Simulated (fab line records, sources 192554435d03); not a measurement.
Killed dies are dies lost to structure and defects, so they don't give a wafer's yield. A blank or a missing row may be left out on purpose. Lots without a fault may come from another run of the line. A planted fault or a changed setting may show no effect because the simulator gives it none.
A struck lot beside a sound one | flow n5_finfet | 39 steps out of a route of 1938
Sound: wafers L806.2, L806.3, L806.6. Struck: wafers L799.3, L799.5, L799.6. The cause comes at the end.
At each step with rows: each side's tool, then ch and its chambers, then its first start. Under that, the readings that differ: sound wafers | struck wafers | difference of the means | sigmas: that difference in standard deviations of wafers without a fault.
alike: readings whose means differ by less than 2 such deviations, and words and numbers that are the same on both sides. not compared: withheld readings, readings that some wafer has no value for, bounds like >300 that may hide the same value, and numbers for which the record gives no deviation and whose values overlap.
The two part at a step that has a row with sigmas, a row that says differs or no value, or rows on one side only. Numbers that don't overlap but have no deviation are shown without sigmas and don't part them. A reading that every wafer of one side lacks parts them only if that side has two wafers or more.

first, 9 steps without rows for these wafers: N5_BEOL_M0_CUTY_EXPOSE_54 (exposes mask M0 ABLK); N5_BEOL_M0_CUTY_PEB_55 (peb time 60 s); N5_BEOL_M0_CUTY_DEVELOP_56 (develop time 30 s); N5_BEOL_M0_CUTY_DESCUM_61 (chemistry O2, time 7.9 s); N5_BEOL_M0_CUTY_ETCH_62 (etches SiARC in CF4, time 58.5 s); N5_BEOL_M0_CUTY_ETCH_63 (etches SOC in N2/H2, target depth 82.7 nm, overetch 16.5 nm, time 124 s); N5_BEOL_M0_CUTY_STRIP_64 (strips in N2/H2); N5_BEOL_M0_ETCH_138 (etches SiCN in CH3F/O2, target depth 12 nm, time 31.6 s); N5_BEOL_M0_HM_OPEN_105 (chemistry Cl2/BCl3, target TiN, target depth 12 nm).
N5_BEOL_M0_STRIP_140: strips in CF4.
  sound on rie_diel-03 ch 0,1,2, day 8 19:41; struck on rie_diel-03 ch 1,2,3, day 6 20:17
  no value came back on the struck wafers for any of 8 readings (bias_power_w (W), cf4_flow_sccm (sccm) and others); on the sound wafers bias_power_w (W) reads 75.11 74.94 75.16
  not compared: rf_hours_counter_h
then, 27 steps without rows for these wafers: N5_BEOL_M0_STRIP_104 (strips in N2/H2); N5_BEOL_M0_WET_ETCH_106 (etches SiO2 in DHF, target depth 130 nm, rinse time 30 s); N5_BEOL_M0_ETCH_128 (etches SiCN in CF4/N2, target depth 12 nm, overetch 5.1 nm, time 21.4 s); N5_BEOL_M0_TRENCH_ETCH_107 (etches SiOC in C4F6/O2, target depth 32.8 nm, time 16.4 s); N5_BEOL_M0_STRIP_142 (strips in N2/H2, time 10 s); N5_BEOL_M0_HM_STRIP_129 (strips TiN in peroxide tin strip, target depth 17 nm, time 108 s); N5_BEOL_M0_SRD_130 (time 30 s); N5_BEOL_M0_ETCH_109 (etches SiCN in CH3F/O2, target depth 8 nm, overetch 2.4 nm, time 27.4 s); N5_BEOL_M0_STRIP_139 (strips in post etch residue remover, time 60 s); N5_BEOL_M0_SRD_111 (time 30 s); N5_BEOL_M0_DEGAS_112 (time 60 s); N5_BEOL_M0_PRE_CLEAN_113 (time 30 s); N5_BEOL_M0_ALD_136 (deposits TaN, pulse time 2 s, purge time 3 s, co reactant purge time 2 s); N5_BEOL_M0_SURFACE_TREAT_137; N5_BEOL_M0_CVD_115 (deposits Co from CCTBA/H2, time 120 s); N5_BEOL_M0_SPUTTER_116 (material Cu, target thk 4 nm, time 7.37 s); N5_BEOL_M0_ANNEAL_117 (time 60 s); N5_BEOL_M0_SPUTTER_132 (material Cu, target thk 4 nm, time 7.37 s); N5_BEOL_M0_ANNEAL_133 (time 60 s); N5_BEOL_M0_SPUTTER_134 (material Cu, target thk 4 nm, time 7.37 s); N5_BEOL_M0_ANNEAL_135 (time 60 s); N5_BEOL_M0_SPUTTER_141 (material Cu, target thk 4 nm, time 7.37 s); N5_BEOL_M0_ECD_118 (material Cu, target thk 300 nm); N5_BEOL_M0_ANNEAL_119 (time 90 s); N5_BEOL_M0_CMP_120 (polishes, stops on SiOC, t overpolish 6.9 s); N5_BEOL_M0_PRE_CLEAN_131 (time 15 s); N5_BEOL_M0_CO_CAP_123 (material Co, precursor CCTBA/H2, target thk 2 nm, time 102.1 s).
-- the record jumps here: 4 days lie between the struck wafers' starts before and after (it left off in module BEOL_M0 and takes up again in module BEOL_M4, whose first step shown is number 1111 of the route) --
N5_BEOL_M4_RC_MEAS_101:
  sound on prober-01 ch 0, day 14 07:56; struck on prober-02 ch 0, day 10 22:00
  alike: DIBL_N, DIBL_P, IOFF_N, IOFF_P, ION_N, ION_P, SS_N, SS_P, VT_N, VT_P
-- the record jumps here: 5 days lie between the struck wafers' starts before and after (it left off in module BEOL_M4 and takes up again in module PASSIVATION, whose first step shown is number 1936 of the route) --
N5_PASSIVATION_PROBE_49:
  sound on prober-01, day 18 15:03; struck on prober-02, day 15 14:44
  reading                  | sound          | struck         | difference | sigmas
  defect_limited_yield (%) | 88.1 93.7 91.5 | 51.6 70.5 61.4 | -29.9      | -19
  killed_at_M0_to_M3       | 65 31 35       | 510 278 386    | +348       | +32
  killed_dies              | 140 74 100     | 571 348 455    | +353       | +19
  killed_on_rim            | 17 13 11       | 17 110 19      | +35        | +8
  sort_bin_5_function (%)  | 6.9 3.1 5.4    | 45.5 25.4 35.5 | +30.3      | +28
  sort_n_pass              | 1040 1106 1080 | 609 832 725    | -353       | -19
  sort_yield_pct (%)       | 88.1 93.7 91.5 | 51.6 70.5 61.4 | -29.9      | -19
  alike: killed_at_M4_up, killed_at_contacts, killed_at_front_end, killed_at_other, killed_open, killed_short, sort_bin_6_memory

WHERE THEY PART
First at N5_BEOL_M0_STRIP_140; last, within this record, at N5_PASSIVATION_PROBE_49.

WHY: what the simulator had put in
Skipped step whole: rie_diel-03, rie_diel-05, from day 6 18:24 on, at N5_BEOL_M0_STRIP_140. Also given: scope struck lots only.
